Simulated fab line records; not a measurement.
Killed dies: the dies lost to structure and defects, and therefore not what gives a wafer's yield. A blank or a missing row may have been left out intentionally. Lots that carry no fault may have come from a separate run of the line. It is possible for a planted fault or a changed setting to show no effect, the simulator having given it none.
Chamber matching | flow n5Finfet | 3 sister chambers for N5_BEOL_M9_ILD_DEP_00 on pecvd-03
The step deposits SiCOH lowk from DEMS/porogen, target thk 308.51 nm, time 58 s. 6 wafers are shown with their chamber, then 8 later ones without.

WAFERS PAIRED WITH THEIR CHAMBERS
wafer  | chamber | throttleValvePct (%) | heaterPowerW (W)
L077.5 | 2       | 13.4                 | 311
L075.3 | 0       | 13.7                 | 226
L079.1 | 0       | 13.7                 | 274
L079.3 | 1       | 14.7                 | 336
L079.4 | 1       | 15.2                 | 345
L086.2 | 2       | 13.4                 | 359

WAFERS WHOSE CHAMBER IS MISSING
wafer  | throttleValvePct (%) | heaterPowerW (W)
L086.3 | 14.8                 | 381
L086.4 | 13.6                 | 270
L088.1 | 13.8                 | 358
L088.3 | 13.8                 | 257
L088.5 | 13.8                 | 365
L093.1 | 13.6                 | 318
L093.2 | 14.6                 | 398
L093.4 | 13.9                 | 290

WHICH CHAMBER EACH WENT THROUGH
wafer  | from the rows above     | in truth
L086.3 | 1                       | 1
L086.4 | can't be placed: 0 or 2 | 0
L088.1 | can't be placed: 2 or 0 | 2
L088.3 | 0                       | 0
L088.5 | can't be placed: 2 or 0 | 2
L093.1 | can't be placed: 2 or 0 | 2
L093.2 | 1                       | 1
L093.4 | can't be placed: 0 or 2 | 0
Correctly placed: 3 of 8. Unplaceable from these rows: 5, with the true chamber sitting among the candidates in 5. Wrongly placed: 0.
How it was worked out, from the rows above alone: a wafer's distance from a chamber is the root of the sum, over the readings, of the square of ((its reading less the chamber's mean) divided by the reading's scatter). The wafer belongs to the nearest chamber; if the next one is less than 2 further off, it can't be placed. The mean given for a chamber averages the wafers shown for that chamber. The scatter: the root of (the sum of the squares of (reading less its chamber's mean) over the shown wafers, divided by (wafers less chambers)).
